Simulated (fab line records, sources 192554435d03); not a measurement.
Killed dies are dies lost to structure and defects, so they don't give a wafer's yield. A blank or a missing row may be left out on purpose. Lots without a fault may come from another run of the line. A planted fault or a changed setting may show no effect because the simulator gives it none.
Which tool did it? | flow n5_finfet | 11 lots, 33 wafers sampled, at 2 steps of a route of 1938

WHAT THE GAUGES READ, wafer by wafer
N5_BEOL_M8_CD_MEAS_28: target cd 40 nm.
lot  | measured     | on        | cd_nm (nm)
L075 | day 10 02:03 | cd_sem-01 | 40.29 39.86 39.97
L076 | day 10 06:28 | cd_sem-01 | 39.76 39.88 39.70
L079 | day 11 08:29 | cd_sem-02 | 39.75 40.09 39.67
L081 | day 11 22:20 | cd_sem-02 | 40.39 40.30 40.17
L085 | day 12 07:07 | cd_sem-01 | 39.88 40.44 39.86
L087 | day 12 16:49 | cd_sem-01 | 40.05 40.20 40.07
L088 | day 13 04:14 | cd_sem-02 | 39.29 39.92 39.77
L090 | day 14 00:49 | cd_sem-02 | 40.06 39.98 39.60
L091 | day 14 10:49 | cd_sem-03 | 40.34 39.78 39.80
L094 | day 15 02:31 | cd_sem-03 | 39.82 40.13 40.13
L096 | day 15 17:44 | cd_sem-03 | 39.93 39.65 39.49

WHICH TOOL RAN EACH LOT (tool, then ch and the chambers of the sampled wafers, then the start)
lot  | N5_BEOL_M8_PECVD_70
L075 | pecvd-03 ch 0,1, day 9 23:04
L076 | pecvd-02 ch 1,2, day 10 02:05
L079 | pecvd-02 ch 1,2, day 11 04:26
L081 | pecvd-02 ch 0,1, day 11 14:20
L085 | pecvd-03 ch 0,1,2, day 12 04:45
L087 | pecvd-04 ch 1,2, day 12 12:10
L088 | pecvd-02 ch 0,2, day 12 21:35
L090 | pecvd-02 ch 1,2, day 13 22:22
L091 | pecvd-04 ch 0,1,2, day 14 05:03
L094 | pecvd-04 ch 0,2, day 14 22:29
L096 | pecvd-02 ch 0,2, day 15 10:47
- N5_BEOL_M8_PECVD_70: deposits SiO2 from TEOS/O2, target thk 20 nm, time 22.7 s.

THE ANSWER, worked out from the rows above alone
Rule: what is usual is taken from the lots themselves. Put in order of their means at a reading, lots are off if they are a third of the lots or fewer, leave a main group of 4 or more, and stand apart from it by a gap of 3 or more times the standard deviation of the main group's means; of several such gaps the widest counts. A main group whose means are all the same, to the digits that the tables above print for the reading, isn't used. A lot without any number at a reading at which 4 lots or more have one is off too. The other lots that the step has rows for count as sound.
No lot is off at any reading shown: from this, nothing can be told.

WHAT THE SIMULATOR HAD PUT IN
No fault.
